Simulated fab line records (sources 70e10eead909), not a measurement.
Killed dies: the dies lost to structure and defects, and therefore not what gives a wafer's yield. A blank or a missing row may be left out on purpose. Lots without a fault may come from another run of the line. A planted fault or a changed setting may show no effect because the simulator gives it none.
Which tool is to blame? / flow nand-harc / 14 lots with 42 wafers sampled at 4 steps, on a route of 1302 steps

## WHAT THE GAUGES SHOWED, per wafer
NHARC_A_BLC_INSPECT_28.
lot=L153; measured=day 22 16:28; on=defect-inspect-02; raw-defect-count=310 405 353
lot=L154; measured=day 23 03:55; on=defect-inspect-02; raw-defect-count=529 602 491
lot=L152; measured=day 23 05:36; on=defect-inspect-02; raw-defect-count=601 482 690
lot=L158; measured=day 24 20:51; on=defect-inspect-01; raw-defect-count=380 408 471
lot=L160; measured=day 25 18:43; on=defect-inspect-01; raw-defect-count=681 875 384
lot=L159; measured=day 26 01:47; on=defect-inspect-02; raw-defect-count=527 422 444
lot=L165; measured=day 28 01:01; on=defect-inspect-01; raw-defect-count=559 761 656
lot=L166; measured=day 28 15:30; on=defect-inspect-02; raw-defect-count=532 538 488
lot=L169; measured=day 29 23:49; on=defect-inspect-01; raw-defect-count=395 612 422
lot=L168; measured=day 30 01:29; on=defect-inspect-02; raw-defect-count=530 354 546
lot=L170; measured=day 30 03:59; on=defect-inspect-02; raw-defect-count=426 532 534
lot=L174; measured=day 31 18:56; on=defect-inspect-01; raw-defect-count=573 623 543
lot=L173; measured=day 31 19:55; on=defect-inspect-01; raw-defect-count=665 616 559
lot=L175; measured=day 32 13:48; on=defect-inspect-01; raw-defect-count=543 499 543

NHARC_END_SORT_01.
lot=L160; measured=day 27 10:31; on=prober-02; defect-limited-yield (%)=0 0 0; killed-at-array=674 674 672; killed-at-other=0 0 1; killed-at-periphery=3 3 4; killed-dies=677 677 677; killed-open=3 2 6; killed-short=2 1 2
lot=L159; measured=day 27 21:34; on=prober-01; defect-limited-yield (%)=0 0 0; killed-at-array=677 676 676; killed-at-other=0 0 0; killed-at-periphery=0 1 1; killed-dies=677 677 677; killed-open=1 3 4; killed-short=2 1 0
lot=L165; measured=day 29 17:32; on=prober-01; defect-limited-yield (%)=91 87 88; killed-at-array=59 72 72; killed-at-other=0 0 0; killed-at-periphery=2 13 9; killed-dies=61 85 81; killed-open=1 2 3; killed-short=2 6 3
lot=L169; measured=day 31 18:07; on=prober-01; defect-limited-yield (%)=90 89 91; killed-at-array=62 71 60; killed-at-other=0 0 0; killed-at-periphery=5 3 1; killed-dies=67 74 61; killed-open=1 4 4; killed-short=1 0 3
lot=L168; measured=day 31 18:52; on=prober-02; defect-limited-yield (%)=93 90 91; killed-at-array=40 53 54; killed-at-other=0 0 0; killed-at-periphery=9 12 10; killed-dies=49 65 64; killed-open=4 4 1; killed-short=1 1 2
lot=L174; measured=day 33 13:10; on=prober-01; defect-limited-yield (%)=92 92 90; killed-at-array=50 44 61; killed-at-other=1 0 0; killed-at-periphery=2 7 6; killed-dies=53 51 67; killed-open=1 6 2; killed-short=1 3 1
lot=L173; measured=day 33 13:53; on=prober-02; defect-limited-yield (%)=91 90 88; killed-at-array=55 59 74; killed-at-other=2 4 1; killed-at-periphery=5 4 4; killed-dies=62 67 79; killed-open=6 6 2; killed-short=1 0 7
lot=L175; measured=day 34 06:50; on=prober-02; defect-limited-yield (%)=91 91 91; killed-at-array=45 50 53; killed-at-other=3 1 1; killed-at-periphery=12 7 5; killed-dies=60 58 59; killed-open=4 3 3; killed-short=7 2 0

## WHAT TOOL EACH LOT RAN ON (gives the tool, then ch and the chambers of the sampled wafers, and finally the start)
lot=L153; NHARC_A_M0_DEGAS_28=pvd-sputter-03, day 22 18:28; NHARC_A_M0_PVD_21=pvd-sputter-03, day 22 18:43
lot=L154; NHARC_A_M0_DEGAS_28=pvd-sputter-02, day 23 05:56; NHARC_A_M0_PVD_21=pvd-sputter-02, day 23 06:08
lot=L152; NHARC_A_M0_DEGAS_28=pvd-sputter-01, day 23 07:29; NHARC_A_M0_PVD_21=pvd-sputter-01, day 23 07:44
lot=L158; NHARC_A_M0_DEGAS_28=pvd-sputter-01, day 24 22:53; NHARC_A_M0_PVD_21=pvd-sputter-01, day 24 23:05
lot=L160; NHARC_A_M0_DEGAS_28=pvd-sputter-03, day 25 20:46; NHARC_A_M0_PVD_21=pvd-sputter-03, day 25 21:01
lot=L159; NHARC_A_M0_DEGAS_28=pvd-sputter-03, day 26 03:43; NHARC_A_M0_PVD_21=pvd-sputter-03, day 26 03:58
lot=L165; NHARC_A_M0_DEGAS_28=pvd-sputter-02, day 28 03:02; NHARC_A_M0_PVD_21=pvd-sputter-02, day 28 03:15
lot=L166; NHARC_A_M0_DEGAS_28=pvd-sputter-03, day 28 17:23; NHARC_A_M0_PVD_21=pvd-sputter-03, day 28 17:36
lot=L169; NHARC_A_M0_DEGAS_28=pvd-sputter-02, day 30 01:50; NHARC_A_M0_PVD_21=pvd-sputter-02, day 30 02:04
lot=L168; NHARC_A_M0_DEGAS_28=pvd-sputter-03, day 30 03:38; NHARC_A_M0_PVD_21=pvd-sputter-03, day 30 03:55
lot=L170; NHARC_A_M0_DEGAS_28=pvd-sputter-03, day 30 06:01; NHARC_A_M0_PVD_21=pvd-sputter-03, day 30 06:14
lot=L174; NHARC_A_M0_DEGAS_28=pvd-sputter-02, day 31 21:13; NHARC_A_M0_PVD_21=pvd-sputter-02, day 31 21:26
lot=L173; NHARC_A_M0_DEGAS_28=pvd-sputter-03, day 31 22:07; NHARC_A_M0_PVD_21=pvd-sputter-03, day 31 22:20
lot=L175; NHARC_A_M0_DEGAS_28=pvd-sputter-03, day 32 15:49; NHARC_A_M0_PVD_21=pvd-sputter-03, day 32 16:02
- NHARC_A_M0_DEGAS_28: time 60 s.
- NHARC_A_M0_PVD_21: deposits Cu, target thk 30 nm, time 20.49 s.

## AS READ BY THE TOOLS THEMSELVES (means over the sampled wafers that have a number; for cases with no such wafer, the mark the record gives instead)
NHARC_A_M0_DEGAS_28.
lot=L153; tool=pvd-sputter-03; heater-power-w (W)=313
lot=L154; tool=pvd-sputter-02; heater-power-w (W)=363
lot=L152; tool=pvd-sputter-01; heater-power-w (W)=351
lot=L158; tool=pvd-sputter-01; heater-power-w (W)=336
lot=L160; tool=pvd-sputter-03; heater-power-w (W)=302
lot=L159; tool=pvd-sputter-03; heater-power-w (W)=310
lot=L165; tool=pvd-sputter-02; heater-power-w (W)=346
lot=L166; tool=pvd-sputter-03; heater-power-w (W)=320
lot=L169; tool=pvd-sputter-02; heater-power-w (W)=375
lot=L168; tool=pvd-sputter-03; heater-power-w (W)=321
lot=L170; tool=pvd-sputter-03; heater-power-w (W)=314
lot=L174; tool=pvd-sputter-02; heater-power-w (W)=367
lot=L173; tool=pvd-sputter-03; heater-power-w (W)=322
lot=L175; tool=pvd-sputter-03; heater-power-w (W)=294

NHARC_A_M0_PVD_21.
lot=L153; tool=pvd-sputter-03; cathode-dc-power-W (W)=4999.7; chamber-pressure-pa (Pa)=4.996; throttle-valve-pct (%)=31.1
lot=L154; tool=pvd-sputter-02; cathode-dc-power-W (W)=4999.7; chamber-pressure-pa (Pa)=4.994; throttle-valve-pct (%)=28.8
lot=L152; tool=pvd-sputter-01; cathode-dc-power-W (W)=4999.5; chamber-pressure-pa (Pa)=5.008; throttle-valve-pct (%)=29.7
lot=L158; tool=pvd-sputter-01; cathode-dc-power-W (W)=5001.0; chamber-pressure-pa (Pa)=5.001; throttle-valve-pct (%)=29.5
lot=L160; tool=pvd-sputter-03; cathode-dc-power-W (W)=-; chamber-pressure-pa (Pa)=-; throttle-valve-pct (%)=-
lot=L159; tool=pvd-sputter-03; cathode-dc-power-W (W)=-; chamber-pressure-pa (Pa)=-; throttle-valve-pct (%)=-
lot=L165; tool=pvd-sputter-02; cathode-dc-power-W (W)=5000.0; chamber-pressure-pa (Pa)=5.004; throttle-valve-pct (%)=30.1
lot=L166; tool=pvd-sputter-03; cathode-dc-power-W (W)=5000.5; chamber-pressure-pa (Pa)=5.006; throttle-valve-pct (%)=30.9
lot=L169; tool=pvd-sputter-02; cathode-dc-power-W (W)=5000.3; chamber-pressure-pa (Pa)=4.991; throttle-valve-pct (%)=30.1
lot=L168; tool=pvd-sputter-03; cathode-dc-power-W (W)=4999.0; chamber-pressure-pa (Pa)=5.003; throttle-valve-pct (%)=30.2
lot=L170; tool=pvd-sputter-03; cathode-dc-power-W (W)=5000.3; chamber-pressure-pa (Pa)=4.996; throttle-valve-pct (%)=30.1
lot=L174; tool=pvd-sputter-02; cathode-dc-power-W (W)=4999.4; chamber-pressure-pa (Pa)=5.010; throttle-valve-pct (%)=30.4
lot=L173; tool=pvd-sputter-03; cathode-dc-power-W (W)=4999.7; chamber-pressure-pa (Pa)=5.005; throttle-valve-pct (%)=31.2
lot=L175; tool=pvd-sputter-03; cathode-dc-power-W (W)=5000.4; chamber-pressure-pa (Pa)=5.002; throttle-valve-pct (%)=31.1

## THE ANSWER, worked out from the rows above alone
Rule: what is usual is taken from the lots themselves. Put in order of their means at a reading, lots are off if they are a third of the lots or fewer, leave a main group of 4 or more, and stand apart from it by a gap of 3 or more times the standard deviation of the main group's means; of several such gaps the widest counts. A main group is skipped when, at the precision printed for the reading in the tables above, its means are all equal. Also off: a lot with no number at a reading for which 4 or more lots have one. The other lots that the step has rows for count as sound. The gauges are gone through in route order, then the tools' own readings, and for those a lot's mean is taken as printed above. The first step at which some lot is off is used, and at that step the reading that is off furthest; a lot without a number counts as furthest.
Off: L160, L159 (NHARC_END_SORT_01, defect-limited-yield). For the main group the mean is 90 % and the standard deviation 0.98. Neither off nor sound, because the step has no rows for them: L153, L154, L152, L158, L166, L170.
A tool fits if, at a process step before that reading, it ran every lot that is off, and no sound lot after the first of them. The gauges at NHARC_END_SORT_01 aren't tried: what is off there is off at NHARC_A_M0_PVD_21 too, on other tools, and a gauge's error can't cause that. No candidate that was tried fits.

## WHAT THE SIMULATOR HAD PUT IN
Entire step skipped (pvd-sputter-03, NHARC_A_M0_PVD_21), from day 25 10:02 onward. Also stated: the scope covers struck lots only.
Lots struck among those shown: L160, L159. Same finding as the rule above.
